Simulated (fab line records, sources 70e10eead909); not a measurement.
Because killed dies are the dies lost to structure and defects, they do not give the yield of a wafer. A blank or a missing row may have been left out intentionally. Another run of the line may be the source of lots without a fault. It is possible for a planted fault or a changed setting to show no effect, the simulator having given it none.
A single fault, viewed from 3 desks ; flow nand-harc ; every desk sees just its own numbers, and what lay behind them comes last

## AT THE METROLOGY DESK
What the gauges read for every lot (on any tool): the sampled wafers with a number, averaged. A lot is out of limits, marked OUT, if its mean lies more than 4 standard deviations from the usual mean; the brackets give that distance.
Columns: A = thk-nm at NHARC_A_ONON_D1_THK_MEAS_02, usual 999 nm
lot;first seen here;A
L551;day 7 20:16;998
L552;day 8 03:30;970
L553;day 8 12:44;614 (-40) OUT
L554;day 8 23:16;622 (-39) OUT
L556;day 9 20:22;614 (-40) OUT
L563;day 12 15:04;1001
L564;day 13 02:52;1002
L566;day 13 17:01;997
L565;day 13 17:02;1003
L567;day 14 17:54;983
L568;day 14 17:55;1010
L569;day 15 12:43;986
L570;day 16 00:17;990
L571;day 16 07:53;999
This desk's verdict: out of limits on L553, L554, L556, starting with L553 at day 8 12:44 (thk-nm at NHARC_A_ONON_D1_THK_MEAS_02). L551, L552, L563, L564, L566, L565, L567, L568, L569, L570, L571 stayed within limits.

## THE DEFECT DESK
What the inspections along the route counted, lot by lot: means of the sampled wafers that have a number. A lot is out of limits, marked OUT, if its mean lies more than 4 standard deviations from the usual mean; the brackets give that distance.
Columns: A = raw-defect-count at NHARC_P_BONDPAD_INSPECT_23, usual 358; B = raw-defect-count at NHARC_A_START_INSPECT_01, usual 3.3
lot;first seen here;A;B
L551;day 6 20:57;423;3.0
L552;day 7 01:56;443;6.0
L553;day 7 10:50;326;2.3
L554;day 7 21:24;550;4.3
L556;day 8 18:48;299;3.7
L563;day 11 16:53;329;2.7
L564;day 12 03:01;345;2.7
L566;day 12 17:44;344;3.7
L565;day 12 19:10;240;3.0
L567;day 13 18:23;251;5.7
L568;day 13 20:51;324;3.7
L569;day 14 13:20;370;1.0
L570;day 14 22:29;399;4.3
L571;day 15 09:29;440;2.0
Finding of this desk: none of the 14 lots has anything out of limits.

## FOR THE TOOL OWNER'S DESK: pecvd-onon-01
The tool's own readings at NHARC_A_ONON_D1_DEP_00 (target thk 1000 nm): means of the sampled wafers that have a number, for each lot that ran on this tool. A lot is out of limits, marked OUT, if its mean lies more than 4 standard deviations from the usual mean; the brackets give that distance.
Columns: A = n2o-flow-sccm at NHARC_A_ONON_D1_DEP_00, usual 2000 sccm
lot;first seen here;A
L551;day 7 19:46;2001
L552;day 8 02:59;1998
L553;day 8 12:17;2001
L554;day 8 22:46;2002
L556;day 9 19:55;2003
L565;day 13 16:31;2002
L568;day 14 17:23;1989
L569;day 15 12:12;1995
L571;day 16 07:22;1998
Finding of this desk: none of the 9 lots has anything out of limits.

## ALL TOGETHER
Metrology desk: alarm possible at day 8 12:44 on L553, L554, L556.
No out-of-limits result turned up at the defect desk.
Nothing out of limits was seen by the tool owner's desk.
The defect desk has L553, L554, L556 on record, within its limits.
Tool owner's desk: L553, L554, L556 on record, inside its limits.
All the named lots went through NHARC_A_ONON_D1_DEP_00 on pecvd-onon-01.

## WHAT THE SIMULATOR HAD PUT IN
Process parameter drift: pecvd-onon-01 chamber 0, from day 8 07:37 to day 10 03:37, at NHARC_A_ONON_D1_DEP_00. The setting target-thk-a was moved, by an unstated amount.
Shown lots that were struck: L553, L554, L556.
Hours from the fault's start to each desk's first reading out of limits: the metrology desk, 5.
